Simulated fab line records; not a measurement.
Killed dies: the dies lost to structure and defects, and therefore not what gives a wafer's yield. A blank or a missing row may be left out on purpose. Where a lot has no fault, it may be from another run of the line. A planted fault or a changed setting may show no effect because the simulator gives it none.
Matching of chambers | flow nand harc | NHARC_A_STAIRCASE_CMP_450 on cmp-04 has 4 sister chambers
The step polishes SiO2, target thk 200 nm. 4 wafers are shown with their chamber, then 7 later ones without.

EACH WAFER AND ITS CHAMBER
wafer  | chamber | motor current A (A)
L089.2 | 1       | 11.4
L089.5 | 0       | 11.6
L093.4 | 3       | 13.4
L093.5 | 2       | 10.7

WAFERS WITH NO CHAMBER GIVEN
wafer  | motor current A (A)
L093.6 | 13.8
L095.1 | 11.8
L095.2 | 10.9
L095.6 | 11.2
L097.1 | 11.3
L097.2 | 12.2
L097.5 | 13.1

EACH ONE'S CHAMBER
wafer  | from the rows above          | in truth
L093.6 | 3                            | 3
L095.1 | can't be placed: 0 or 1      | 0
L095.2 | can't be placed: 2 or 1 or 0 | 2
L095.6 | can't be placed: 1 or 0 or 2 | 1
L097.1 | can't be placed: 1 or 0 or 2 | 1
L097.2 | can't be placed: 0 or 1 or 3 | 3
L097.5 | 3                            | 3
Correct placement for 2 of the 7. Not placeable from these rows: 5 (in 5, the candidates include the true chamber). 0 placed wrongly.
How it was worked out, from the rows above alone: a wafer's distance from a chamber is the root of the sum, over the readings, of the square of ((its reading less the chamber's mean) divided by the reading's scatter). If the next closest chamber is less than 2 further off than the closest, the wafer can't be placed; otherwise it belongs to the closest. Each chamber's mean is taken over the wafers shown for it. The scatter (one wafer shown for each chamber): square how far every hidden wafer sits from the nearest shown wafer, average those squares and take the square root.
